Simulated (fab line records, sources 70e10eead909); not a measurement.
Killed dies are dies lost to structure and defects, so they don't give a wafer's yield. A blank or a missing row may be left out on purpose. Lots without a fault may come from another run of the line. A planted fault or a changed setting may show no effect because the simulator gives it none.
One fault seen from 3 desks | flow nand_harc | each desk has only its own numbers; what lay behind them comes last

THE DEFECT DESK
What the inspections along the route counted, lot by lot: means of the sampled wafers that have a number. A lot is out of limits, marked OUT, if its mean lies more than 4 standard deviations from the usual mean; the brackets give that distance.
Columns: A = raw_defect_count at NHARC_A_CONTACT_INSPECT_23, usual 533
lot  | first seen here | A
L438 | day 22 10:52    | 765
L440 | day 23 23:01    | 486
L443 | day 24 00:27    | 554
L451 | day 28 05:28    | 554
L452 | day 28 10:39    | 423
L454 | day 28 23:20    | 744
L455 | day 29 03:12    | 436
L457 | day 29 16:39    | 416
L456 | day 29 21:19    | 571
L459 | day 30 17:11    | 404
L458 | day 30 18:08    | 622
L460 | day 31 10:54    | 634
L461 | day 32 01:26    | 446
This desk's finding: nothing out of limits on any of the 13 lots.

THE TOOL OWNER'S DESK: cvd_w-02
The tool's own readings at NHARC_A_BLC_CVD_24 (deposits W, target thk 150 nm, time 434 s): means of the sampled wafers that have a number, for each lot that ran on this tool. A lot is out of limits, marked OUT, if its mean lies more than 4 standard deviations from the usual mean; the brackets give that distance.
Columns: A = chamber_pressure_Torr at NHARC_A_BLC_CVD_24, usual 40.01 Torr; B = heater_power_w at NHARC_A_BLC_CVD_24, usual 451 W; C = mfc_wf6_sccm at NHARC_A_BLC_CVD_24, usual 40.01 sccm; D = throttle_valve_pct at NHARC_A_BLC_CVD_24, usual 7.79 %
lot  | first seen here | A     | B   | C     | D
L438 | day 22 13:34    | 40.07 | 469 | 39.96 | 7.69
L440 | day 24 02:16    | 40.03 | 502 | 40.09 | 7.66
L443 | day 24 03:13    | 39.99 | 499 | 39.96 | 7.81
L452 | day 28 13:25    | 39.95 | 519 | 40.08 | 7.37
L457 | day 29 19:22    | 40.06 | 494 | 40.05 | 7.58
L459 | day 30 19:47    | 39.95 | 488 | 40.09 | 7.48
L460 | day 31 13:29    | 39.96 | 494 | 39.95 | 7.45
This desk's finding: nothing out of limits on any of the 7 lots.

THE METROLOGY DESK
What the gauges read, lot by lot, whatever tool the lot ran on: means of the sampled wafers that have a number. A lot is out of limits, marked OUT, if its mean lies more than 4 standard deviations from the usual mean; the brackets give that distance.
Columns: A = cd_nm at NHARC_A_BLC_CD_MEAS_19, usual 101.2 nm
lot  | first seen here | A
L438 | day 22 12:31    | 100.7
L440 | day 24 01:05    | 100.5
L443 | day 24 01:59    | 104.6
L451 | day 28 07:01    | 100.3
L452 | day 28 12:18    | 102.5
L454 | day 29 00:53    | 100.0
L455 | day 29 04:53    | 101.2
L457 | day 29 18:19    | 100.9
L456 | day 29 22:59    | 102.5
L459 | day 30 18:44    | 101.1
L458 | day 30 19:40    | 99.0
L460 | day 31 12:26    | 101.1
L461 | day 32 03:06    | 102.4
This desk's finding: nothing out of limits on any of the 13 lots.

PUT TOGETHER
The defect desk saw nothing out of limits.
The tool owner's desk saw nothing out of limits.
The metrology desk saw nothing out of limits.

WHAT THE SIMULATOR HAD PUT IN
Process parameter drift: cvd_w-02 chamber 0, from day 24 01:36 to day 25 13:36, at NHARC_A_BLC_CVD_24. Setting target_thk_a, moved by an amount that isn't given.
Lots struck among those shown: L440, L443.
